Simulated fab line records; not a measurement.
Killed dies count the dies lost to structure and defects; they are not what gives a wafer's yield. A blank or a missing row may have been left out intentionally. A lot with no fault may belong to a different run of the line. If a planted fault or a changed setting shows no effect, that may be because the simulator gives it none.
Matching of chambers ; flow n5_finfet ; 4 sister chambers for N5_BEOL_M7_VIA_ETCH_34 on rie_diel-06
The step etches SiCOH lowk in C4F6/O2, target depth 125.5 nm, time 50.5 s. 4 wafers are shown with their chamber, then 11 later ones without.

EACH WAFER AND ITS CHAMBER
wafer;chamber;rf_vpp_V (V)
L086.2;2;693
L090.1;3;682
L090.5;0;654
L091.2;1;672

WAFERS MISSING THEIR CHAMBER
wafer;rf_vpp_V (V)
L091.4;694
L091.6;653
L094.1;674
L094.2;654
L094.3;695
L094.4;683
L094.5;655
L094.6;684
L097.3;682
L097.5;681
L097.6;654

CHAMBER TAKEN BY EACH
wafer;from the rows above;in truth
L091.4;2;2
L091.6;0;0
L094.1;1;1
L094.2;0;0
L094.3;2;2
L094.4;3;3
L094.5;0;0
L094.6;3;3
L097.3;3;3
L097.5;3;3
L097.6;0;0
Placed correctly: 11 of 11. Number that these rows cannot place: 0. Wrongly placed: 0.
How it was worked out, from the rows above alone: a wafer's distance from a chamber is the root of the sum, over the readings, of the square of ((its reading less the chamber's mean) divided by the reading's scatter). If the next closest chamber is less than 2 further off than the closest, the wafer can't be placed; otherwise it belongs to the closest. A chamber's mean is the mean of its shown wafers. The scatter (one wafer shown for each chamber): square how far every hidden wafer sits from the nearest shown wafer, average those squares and take the square root.
